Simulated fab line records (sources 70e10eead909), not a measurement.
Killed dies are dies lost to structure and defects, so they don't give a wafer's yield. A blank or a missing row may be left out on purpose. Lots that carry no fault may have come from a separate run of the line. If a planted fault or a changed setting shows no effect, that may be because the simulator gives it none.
Chamber matching | flow nand harc | NHARC_P_M1_CMP_23 on cmp-04: 4 sister chambers
The step polishes, t overpolish 20 s, target thk 157.82 nm. 4 wafers are shown with their chamber, then 12 later ones without.

## EACH WAFER AND ITS CHAMBER
wafer  | chamber | motor current A (A)
L084.4 | 0       | 12.1
L087.3 | 1       | 10.7
L087.4 | 3       | 13.4
L087.6 | 2       | 11.4

## WAFERS WHOSE CHAMBER IS MISSING
wafer  | motor current A (A)
L088.4 | 12.9
L088.5 | 11.1
L088.6 | 11.0
L094.1 | 12.3
L094.2 | 11.2
L094.4 | 13.3
L094.3 | 11.6
L094.5 | 13.0
L094.6 | 12.7
L096.1 | 10.4
L096.2 | 12.6
L096.5 | 12.8

## WHICH CHAMBER EACH WENT THROUGH
wafer  | from the rows above          | in truth
L088.4 | can't be placed: 3 or 0      | 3
L088.5 | can't be placed: 2 or 1 or 0 | 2
L088.6 | can't be placed: 1 or 2      | 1
L094.1 | can't be placed: 0 or 2      | 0
L094.2 | can't be placed: 2 or 1 or 0 | 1
L094.4 | 3                            | 3
L094.3 | can't be placed: 2 or 0 or 1 | 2
L094.5 | can't be placed: 3 or 0      | 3
L094.6 | can't be placed: 0 or 3 or 2 | 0
L096.1 | can't be placed: 1 or 2      | 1
L096.2 | can't be placed: 0 or 3 or 2 | 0
L096.5 | can't be placed: 3 or 0      | 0
Placed correctly: 1 of 12. These rows do not allow placing 11 (true chamber among the candidates in 11). Number placed wrongly: 0.
How it was worked out, from the rows above alone: a wafer's distance from a chamber is the root of the sum, over the readings, of the square of ((its reading less the chamber's mean) divided by the reading's scatter). The wafer belongs to the nearest chamber; if the next one is less than 2 further off, it can't be placed. A chamber's mean is the mean of its shown wafers. The scatter (one wafer shown for each chamber): square how far every hidden wafer sits from the nearest shown wafer, average those squares and take the square root.
